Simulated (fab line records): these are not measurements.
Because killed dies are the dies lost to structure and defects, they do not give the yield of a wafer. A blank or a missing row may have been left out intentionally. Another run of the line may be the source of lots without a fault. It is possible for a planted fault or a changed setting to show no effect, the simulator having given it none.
Matching of chambers / flow n5 finfet / N5_BEOL_M15_DESCUM_33 on rie diel-04 has 4 sister chambers
The step chemistry O2, time 7.9 s. 16 wafers are shown with their chamber, then 8 later ones without.

== WAFERS PAIRED WITH THEIR CHAMBERS ==
wafer=L074.1; chamber=0; drypump motor current A (A)=5.3; throttle valve pct (%)=20.30; oes product au (a.u.)=0.86
wafer=L074.5; chamber=3; drypump motor current A (A)=6.4; throttle valve pct (%)=20.55; oes product au (a.u.)=0.74
wafer=L074.6; chamber=2; drypump motor current A (A)=4.8; throttle valve pct (%)=20.44; oes product au (a.u.)=0.68
wafer=L076.1; chamber=1; drypump motor current A (A)=5.7; throttle valve pct (%)=20.60; oes product au (a.u.)=0.77
wafer=L076.2; chamber=0; drypump motor current A (A)=5.3; throttle valve pct (%)=20.30; oes product au (a.u.)=0.85
wafer=L076.3; chamber=3; drypump motor current A (A)=6.4; throttle valve pct (%)=20.57; oes product au (a.u.)=0.73
wafer=L076.4; chamber=2; drypump motor current A (A)=4.8; throttle valve pct (%)=20.44; oes product au (a.u.)=0.68
wafer=L076.5; chamber=2; drypump motor current A (A)=4.7; throttle valve pct (%)=20.46; oes product au (a.u.)=0.68
wafer=L076.6; chamber=3; drypump motor current A (A)=6.4; throttle valve pct (%)=20.58; oes product au (a.u.)=0.73
wafer=L077.1; chamber=1; drypump motor current A (A)=5.6; throttle valve pct (%)=20.59; oes product au (a.u.)=0.76
wafer=L077.3; chamber=0; drypump motor current A (A)=5.3; throttle valve pct (%)=20.31; oes product au (a.u.)=0.86
wafer=L077.6; chamber=3; drypump motor current A (A)=6.4; throttle valve pct (%)=20.57; oes product au (a.u.)=0.73
wafer=L086.1; chamber=0; drypump motor current A (A)=5.3; throttle valve pct (%)=20.34; oes product au (a.u.)=0.83
wafer=L086.2; chamber=3; drypump motor current A (A)=6.4; throttle valve pct (%)=20.59; oes product au (a.u.)=0.72
wafer=L086.3; chamber=2; drypump motor current A (A)=4.7; throttle valve pct (%)=19.99; oes product au (a.u.)=0.96
wafer=L091.2; chamber=3; drypump motor current A (A)=6.4; throttle valve pct (%)=20.61; oes product au (a.u.)=0.71

SIGNATURES (averages over the wafers above)
reading=drypump motor current A; chamber 0=5.300; chamber 1=5.650; chamber 2=4.750; chamber 3=6.400; scatter within a chamber=0.0354
reading=throttle valve pct; chamber 0=20.3125; chamber 1=20.5950; chamber 2=20.3325; chamber 3=20.5783; scatter within a chamber=0.115
reading=oes product au; chamber 0=0.8500; chamber 1=0.7650; chamber 2=0.7500; chamber 3=0.7267; scatter within a chamber=0.0707
Rule: for a wafer and a chamber, the distance is found by dividing, reading by reading, the gap between the wafer's reading and the chamber's mean by the reading's scatter, squaring, summing and taking the root. The wafer belongs to the nearest chamber; if the next one is less than 2 further off, it can't be placed. The scatter: the root of (the sum of the squares of (reading less its chamber's mean) over the shown wafers, divided by (wafers less chambers)).

== WAFERS WITHOUT THEIR CHAMBER ==
wafer=L091.3; drypump motor current A (A)=5.6; throttle valve pct (%)=20.62; oes product au (a.u.)=0.73
wafer=L091.4; drypump motor current A (A)=4.7; throttle valve pct (%)=19.99; oes product au (a.u.)=0.95
wafer=L095.1; drypump motor current A (A)=5.6; throttle valve pct (%)=20.64; oes product au (a.u.)=0.74
wafer=L095.2; drypump motor current A (A)=4.7; throttle valve pct (%)=20.01; oes product au (a.u.)=0.92
wafer=L095.4; drypump motor current A (A)=5.3; throttle valve pct (%)=20.38; oes product au (a.u.)=0.81
wafer=L097.1; drypump motor current A (A)=5.7; throttle valve pct (%)=20.64; oes product au (a.u.)=0.73
wafer=L097.4; drypump motor current A (A)=4.7; throttle valve pct (%)=20.00; oes product au (a.u.)=0.91
wafer=L097.5; drypump motor current A (A)=6.4; throttle valve pct (%)=20.63; oes product au (a.u.)=0.70

== EACH ONE'S CHAMBER ==
wafer=L091.3; from the rows above=1; in truth=1
wafer=L091.4; from the rows above=2; in truth=2
wafer=L095.1; from the rows above=1; in truth=1
wafer=L095.2; from the rows above=2; in truth=2
wafer=L095.4; from the rows above=0; in truth=0
wafer=L097.1; from the rows above=1; in truth=1
wafer=L097.4; from the rows above=2; in truth=2
wafer=L097.5; from the rows above=3; in truth=3
Placed correctly: 8 of 8. Number that these rows cannot place: 0. Wrongly placed: 0.
